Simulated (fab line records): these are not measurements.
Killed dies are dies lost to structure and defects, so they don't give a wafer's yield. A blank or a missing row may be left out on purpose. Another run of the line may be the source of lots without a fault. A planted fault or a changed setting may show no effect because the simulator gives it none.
Chamber matching / flow n5 finfet / N5_BEOL_M5_PRE_CLEAN_77 on cvd co-01: 3 sister chambers
The step time 15 s. 6 wafers are shown with their chamber, then 12 later ones without.

WAFERS, EACH WITH ITS CHAMBER
wafer=L086.2; chamber=2; heater power w (W)=66
wafer=L086.5; chamber=2; heater power w (W)=64
wafer=L086.6; chamber=0; heater power w (W)=66
wafer=L088.1; chamber=1; heater power w (W)=73
wafer=L088.4; chamber=1; heater power w (W)=76
wafer=L088.5; chamber=0; heater power w (W)=66

WAFERS MISSING THEIR CHAMBER
wafer=L093.3; heater power w (W)=66
wafer=L093.5; heater power w (W)=74
wafer=L093.6; heater power w (W)=67
wafer=L092.1; heater power w (W)=67
wafer=L092.2; heater power w (W)=66
wafer=L092.5; heater power w (W)=65
wafer=L094.2; heater power w (W)=67
wafer=L094.3; heater power w (W)=76
wafer=L094.6; heater power w (W)=64
wafer=L096.4; heater power w (W)=65
wafer=L096.5; heater power w (W)=75
wafer=L096.6; heater power w (W)=67

THE CHAMBER EACH PASSED THROUGH
wafer=L093.3; from the rows above=can't be placed: 0 or 2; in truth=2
wafer=L093.5; from the rows above=1; in truth=1
wafer=L093.6; from the rows above=can't be placed: 0 or 2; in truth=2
wafer=L092.1; from the rows above=can't be placed: 0 or 2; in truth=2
wafer=L092.2; from the rows above=can't be placed: 0 or 2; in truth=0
wafer=L092.5; from the rows above=can't be placed: 2 or 0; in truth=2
wafer=L094.2; from the rows above=can't be placed: 0 or 2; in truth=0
wafer=L094.3; from the rows above=1; in truth=1
wafer=L094.6; from the rows above=can't be placed: 2 or 0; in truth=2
wafer=L096.4; from the rows above=can't be placed: 2 or 0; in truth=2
wafer=L096.5; from the rows above=1; in truth=1
wafer=L096.6; from the rows above=can't be placed: 0 or 2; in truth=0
Correct placement for 3 of the 12. Not placeable from these rows: 9 (in 9, the candidates include the true chamber). Number placed wrongly: 0.
How it was worked out, from the rows above alone: a wafer's distance from a chamber is the root of the sum, over the readings, of the square of ((its reading less the chamber's mean) divided by the reading's scatter). If the next closest chamber is less than 2 further off than the closest, the wafer can't be placed; otherwise it belongs to the closest. Each chamber's mean is taken over the wafers shown for it. The scatter: take each reading less its chamber's mean, square it, sum over the shown wafers, divide by the number of wafers less the number of chambers, and take the root.
